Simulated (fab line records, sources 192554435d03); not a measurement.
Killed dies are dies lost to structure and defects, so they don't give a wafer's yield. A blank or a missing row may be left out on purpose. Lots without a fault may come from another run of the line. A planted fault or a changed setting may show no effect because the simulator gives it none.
Which tool did it? | flow n5_finfet | 10 lots, 30 wafers sampled, at 3 steps of a route of 1938

WHAT THE GAUGES READ, wafer by wafer
N5_MIM_BOT_LITHO_CD_MEAS_08: target cd 3000 nm.
lot  | measured     | on        | cd_nm (nm)
L293 | day 12 09:55 | cd_sem-03 | 2998.3 2998.7 2999.8
L295 | day 12 09:45 | cd_sem-02 | 3000.7 3001.7 3000.2
L296 | day 12 13:41 | cd_sem-02 | 2999.9 2998.9 2998.5
L297 | day 13 02:56 | cd_sem-02 | 2998.1 2997.5 2994.9
L298 | day 13 16:28 | cd_sem-03 | 2995.8 2998.9 2999.0
L299 | day 13 16:55 | cd_sem-02 | 3001.5 2997.4 3000.5
L305 | day 15 17:34 | cd_sem-03 | 2999.0 2998.9 2999.1
L311 | day 16 22:02 | cd_sem-01 | 2999.9 3001.0 2998.8
L314 | day 18 04:11 | cd_sem-01 | 3000.1 3000.1 2999.2
L313 | day 18 05:03 | cd_sem-01 | 3001.3 3000.8 3001.4

WHICH TOOL RAN EACH LOT (tool, then ch and the chambers of the sampled wafers, then the start)
lot  | N5_BEOL_M8_STRIP_36                | N5_MIM_TOP_ALD_00
L293 | rie_diel-02 ch 1,2,3, day 9 11:40  | ald_hk-03 ch 1,3, day 12 07:41
L295 | rie_diel-02 ch 1,2,3, day 9 19:10  | ald_hk-02 ch 0,1, day 12 07:10
L296 | rie_diel-02 ch 0,1,3, day 10 02:52 | ald_hk-01 ch 0,1,2, day 12 11:26
L297 | rie_diel-02 ch 0,2, day 10 06:27   | ald_hk-03 ch 0,1,3, day 12 17:58
L298 | rie_diel-04 ch 0,3, day 10 17:07   | ald_hk-03 ch 0,1,3, day 13 13:49
L299 | rie_diel-02 ch 0,2, day 11 03:07   | ald_hk-02 ch 0,2,3, day 13 14:07
L305 | rie_diel-02 ch 0,1,2, day 13 08:39 | ald_hk-02 ch 0,1,3, day 15 13:04
L311 | rie_diel-05 ch 0,1,2, day 14 11:46 | ald_hk-01 ch 0,1,3, day 16 19:47
L314 | rie_diel-04 ch 0,1, day 14 23:58   | ald_hk-03 ch 2,3, day 17 22:16
L313 | rie_diel-05 ch 0,3, day 15 09:44   | ald_hk-03 ch 0,1,2, day 18 03:08
- N5_BEOL_M8_STRIP_36: strips in N2/H2.
- N5_MIM_TOP_ALD_00: deposits Al2O3, purge time 3 s, co reactant pulse time 3 s.

WHAT THE TOOLS THEMSELVES READ (means of the sampled wafers that have a number; where no wafer has one, the mark that the record gives instead)
N5_BEOL_M8_STRIP_36.
lot  | tool        | drypump_motor_current_A (A) | h2_flow_sccm (sccm) | n2_flow_sccm (sccm) | oes_product_au (a.u.) | rf_vpp_V (V) | showerhead_plenum_p_Torr (Torr) | throttle_valve_pct (%)
L293 | rie_diel-02 | 5.7                         | 200.5               | 200.2               | 0.86                  | 59.4         | 2.61                            | 23.42
L295 | rie_diel-02 | 5.7                         | 200.5               | 200.2               | 0.84                  | 61.1         | 2.61                            | 23.39
L296 | rie_diel-02 | 5.6                         | 199.7               | 199.9               | 0.81                  | 59.1         | 2.52                            | 23.50
L297 | rie_diel-02 | 5.9                         | 200.8               | 199.6               | 0.74                  | 59.7         | 2.49                            | 23.46
L298 | rie_diel-04 | 6.1                         | 199.7               | 200.0               | 0.77                  | 59.8         | 2.56                            | 23.44
L299 | rie_diel-02 | 5.9                         | 200.3               | 199.3               | 0.74                  | 58.8         | 2.48                            | 23.46
L305 | rie_diel-02 | 5.7                         | 199.8               | 199.3               | 0.76                  | 59.2         | 2.54                            | 23.49
L311 | rie_diel-05 | 6.0                         | 200.0               | 199.7               | 0.84                  | 59.4         | 2.52                            | 23.79
L314 | rie_diel-04 | 5.3                         | 200.6               | 200.0               | 0.84                  | 59.9         | 2.50                            | 23.09
L313 | rie_diel-05 | 5.6                         | 200.2               | 200.1               | 0.82                  | 58.6         | 2.54                            | 23.70

N5_MIM_TOP_ALD_00.
lot  | tool      | precursor_pulse_height_rel
L293 | ald_hk-03 | 1.022
L295 | ald_hk-02 | 1.020
L296 | ald_hk-01 | 1.024
L297 | ald_hk-03 | 0.989
L298 | ald_hk-03 | 1.006
L299 | ald_hk-02 | 0.991
L305 | ald_hk-02 | 0.997
L311 | ald_hk-01 | 0.997
L314 | ald_hk-03 | 0.977
L313 | ald_hk-03 | 1.015

THE ANSWER, worked out from the rows above alone
Rule: what is usual is taken from the lots themselves. Put in order of their means at a reading, lots are off if they are a third of the lots or fewer, leave a main group of 4 or more, and stand apart from it by a gap of 3 or more times the standard deviation of the main group's means; of several such gaps the widest counts. A main group whose means are all the same, to the digits that the tables above print for the reading, isn't used. A lot without any number at a reading at which 4 lots or more have one is off too. The other lots that the step has rows for count as sound. The gauges are gone through in route order, then the tools' own readings, and for those a lot's mean is taken as printed above. The first step at which some lot is off is used, and at that step the reading that is off furthest; a lot without a number counts as furthest.
No lot is off at any reading shown: from this, nothing can be told.

WHAT THE SIMULATOR HAD PUT IN
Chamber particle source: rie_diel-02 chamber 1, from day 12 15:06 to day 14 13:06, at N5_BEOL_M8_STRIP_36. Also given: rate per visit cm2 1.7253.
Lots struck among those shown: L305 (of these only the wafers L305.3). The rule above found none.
